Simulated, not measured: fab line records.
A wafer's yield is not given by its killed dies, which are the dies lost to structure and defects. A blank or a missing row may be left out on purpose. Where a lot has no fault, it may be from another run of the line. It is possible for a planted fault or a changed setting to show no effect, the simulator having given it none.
A lot that was struck, set against a sound lot | flow n5Finfet | 19 steps out of a route of 1938
Sound: wafers L667.1, L667.2, L667.3. Struck: wafers L678.1, L678.4, L678.6. At the end, the cause is stated.
At each step with rows: each side's tool, then ch and its chambers, then its first start. Under that, the readings that differ: sound wafers | struck wafers | difference of the means | sigmas: that difference in standard deviations of wafers without a fault.
alike: words and numbers the same on both sides, and readings whose means are apart by under 2 such deviations; not compared: readings that were withheld, readings missing a value for some wafer, numbers with overlapping values and no deviation given by the record, and bounds like >300 which may hide the same value.
The two part at a step that has a row with sigmas, a row that says differs or no value, or rows on one side only. When numbers do not overlap yet have no deviation, they are printed without sigmas and do not part them. Lack of a reading on every wafer of one side parts them only where that side has two or more wafers.

first, 9 steps without rows for these wafers: N5_BEOL_M13_DESCUM_15 (chemistry O2, time 7.9 s); N5_BEOL_M13_ETCH_59 (etches BARC in N2/H2, target depth 89 nm, overetch 26.7 nm, time 67.9 s); N5_BEOL_M13_VIA_ETCH_16 (etches SiOC in C4F8/O2/Ar, target depth 921.7 nm); N5_BEOL_M13_STRIP_63 (strips in N2/H2); N5_BEOL_M13_STRIP_64 (strips in N2/H2); N5_BEOL_M13_STRIP_71 (strips in post etch residue remover, time 60 s); N5_BEOL_M13_SRD_72 (time 30 s, dry time 30 s); N5_BEOL_M13_COAT_65 (time 60 s, resist thk 350 nm); N5_BEOL_M13_COAT_66 (time 60 s, resist thk 110 nm).
N5_BEOL_M13_COAT_22: resist thk 300 nm.
  sound on lithoTrack-03 ch 0, day 12 11:22; struck on lithoTrack-03 ch 0, day 14 19:22
reading                                   | sound                | struck               | difference | sigmas
spinSpeedRpm (rpm)                        | 2885.1 2889.4 2885.4 | 3293.2 3290.2 3292.6 | +405.4     | +99 or more
model.coat_of_BEOL_M13_COAT_22.thkNm (nm) | 300.4 299.8 299.8    | 279.4 280.2 279.2    | -20.4      | 
then, 7 steps without rows for these wafers: N5_BEOL_M13_EBR_24; N5_BEOL_M13_SOFTBAKE_23 (time 60 s); N5_BEOL_M13_EXPOSE_25 (exposes mask M13, target cd 210 nm); N5_BEOL_M13_PEB_26 (peb time 90 s); N5_BEOL_M13_DEVELOP_27 (develop time 45 s); N5_BEOL_M13_HARDBAKE_32 (time 120 s); N5_BEOL_M13_DESCUM_33 (chemistry O2, time 7.9 s).
N5_BEOL_M13_ETCH_67: etches SiARC in CF4, target depth 143 nm, time 238.3 s.
  sound on rieDiel-03 ch 0,1,3, day 12 11:53; struck on rieDiel-03 ch 1,3, day 14 19:47
reading                                   | sound             | struck            | difference | sigmas
model.coat_of_BEOL_M13_COAT_22.thkNm (nm) | 211.8 211.2 211.4 | 190.8 191.4 190.6 | -20.5      | 
  alike: cf4FlowSccm, drypumpMotorCurrentA, etchRfOnTimeS, oesProductAu, rfFwdPowerW, rfVppV, showerheadPlenumPTorr, throttleValvePct
  not compared: rfHoursCounterH
then, 1 step without rows for these wafers: N5_BEOL_M13_ETCH_68 (etches SOC in N2/H2, time 355 s).

WHERE THEY PART
Only at N5_BEOL_M13_COAT_22, within this record. Later steps at which nothing parts them and some readings are alike: N5_BEOL_M13_ETCH_67.

WHY: whatever the simulator had introduced
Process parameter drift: lithoTrack-03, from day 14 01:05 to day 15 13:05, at N5_BEOL_M13_COAT_22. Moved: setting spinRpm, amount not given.
